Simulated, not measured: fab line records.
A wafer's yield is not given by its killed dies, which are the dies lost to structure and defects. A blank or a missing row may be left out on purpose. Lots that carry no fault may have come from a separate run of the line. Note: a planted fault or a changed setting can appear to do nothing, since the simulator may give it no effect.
Which tool is to blame? / flow n5 finfet / 11 lots with 33 wafers sampled at 3 steps, on a route of 1938 steps

## WHAT THE GAUGES READ, wafer by wafer
N5_BEOL_M8_OVL_MEAS_29.
lot=L183; measured=day 9 15:00; on=overlay-01; V7_OVL (nm)=0.3 -0.4 0.4
lot=L185; measured=day 9 20:01; on=overlay-02; V7_OVL (nm)=-0.3 -0.9 0.0
lot=L187; measured=day 10 10:41; on=overlay-01; V7_OVL (nm)=0.8 1.2 0.9
lot=L188; measured=day 10 20:49; on=overlay-01; V7_OVL (nm)=0.3 1.6 0.3
lot=L189; measured=day 11 01:37; on=overlay-01; V7_OVL (nm)=1.1 0.2 1.1
lot=L191; measured=day 11 09:35; on=overlay-01; V7_OVL (nm)=-1.0 0.7 0.2
lot=L193; measured=day 11 15:13; on=overlay-01; V7_OVL (nm)=0.7 -0.4 -0.6
lot=L192; measured=day 11 15:17; on=overlay-02; V7_OVL (nm)=1.0 -0.7 -0.5
lot=L204; measured=day 15 14:53; on=overlay-02; V7_OVL (nm)=1.1 1.7 0.7
lot=L202; measured=day 15 14:56; on=overlay-01; V7_OVL (nm)=1.0 -0.5 1.4
lot=L205; measured=day 16 18:47; on=overlay-01; V7_OVL (nm)=0.2 0.7 1.1

## WHICH TOOL RAN EACH LOT (tool, then ch and the chambers of the sampled wafers, then the start)
lot=L183; N5_BEOL_M8_STRIP_67=rie diel-05 ch 0,1,2, day 9 13:26; N5_BEOL_M8_EXPOSE_25=euv scanner-01 ch 0, day 9 14:50
lot=L185; N5_BEOL_M8_STRIP_67=rie diel-05 ch 0,1, day 9 18:04; N5_BEOL_M8_EXPOSE_25=euv scanner-02 ch 0, day 9 19:51
lot=L187; N5_BEOL_M8_STRIP_67=rie diel-03 ch 0,1,3, day 10 09:58; N5_BEOL_M8_EXPOSE_25=euv scanner-01 ch 0, day 10 10:31
lot=L188; N5_BEOL_M8_STRIP_67=rie diel-01 ch 1,3, day 10 20:15; N5_BEOL_M8_EXPOSE_25=euv scanner-01 ch 0, day 10 20:38
lot=L189; N5_BEOL_M8_STRIP_67=rie diel-01 ch 0,3, day 11 00:49; N5_BEOL_M8_EXPOSE_25=euv scanner-01 ch 0, day 11 01:27
lot=L191; N5_BEOL_M8_STRIP_67=rie diel-01 ch 0,1,2, day 11 06:40; N5_BEOL_M8_EXPOSE_25=euv scanner-01 ch 0, day 11 09:25
lot=L193; N5_BEOL_M8_STRIP_67=rie diel-03 ch 1,3, day 11 09:35; N5_BEOL_M8_EXPOSE_25=euv scanner-01 ch 0, day 11 15:04
lot=L192; N5_BEOL_M8_STRIP_67=rie diel-05 ch 0,2,3, day 11 10:09; N5_BEOL_M8_EXPOSE_25=euv scanner-01 ch 0, day 11 15:07
lot=L204; N5_BEOL_M8_STRIP_67=rie diel-01 ch 1,2, day 15 13:53; N5_BEOL_M8_EXPOSE_25=euv scanner-02 ch 0, day 15 14:44
lot=L202; N5_BEOL_M8_STRIP_67=rie diel-03 ch 0,1, day 15 14:07; N5_BEOL_M8_EXPOSE_25=euv scanner-02 ch 0, day 15 14:46
lot=L205; N5_BEOL_M8_STRIP_67=rie diel-01 ch 1,3, day 16 12:14; N5_BEOL_M8_EXPOSE_25=euv scanner-02 ch 0, day 16 18:38
- N5_BEOL_M8_STRIP_67: strips in CF4.
- N5_BEOL_M8_EXPOSE_25: exposes mask V7, target cd 40 nm.

## THE ANSWER, worked out from the rows above alone
Rule: what is usual is taken from the lots themselves. The widest of any qualifying gaps counts: lots, ordered by their means at a reading, are off when they make up no more than a third of the lots, leave a main group of 4 or more, and stand apart from it by 3 or more times the standard deviation of that group's means. A main group is skipped when, at the precision printed for the reading in the tables above, its means are all equal. A lot without any number at a reading at which 4 lots or more have one is off too. All remaining lots with rows at the step are treated as sound.
No lot is off at any reading shown: from this, nothing can be told.

## WHAT THE SIMULATOR HAD PUT IN
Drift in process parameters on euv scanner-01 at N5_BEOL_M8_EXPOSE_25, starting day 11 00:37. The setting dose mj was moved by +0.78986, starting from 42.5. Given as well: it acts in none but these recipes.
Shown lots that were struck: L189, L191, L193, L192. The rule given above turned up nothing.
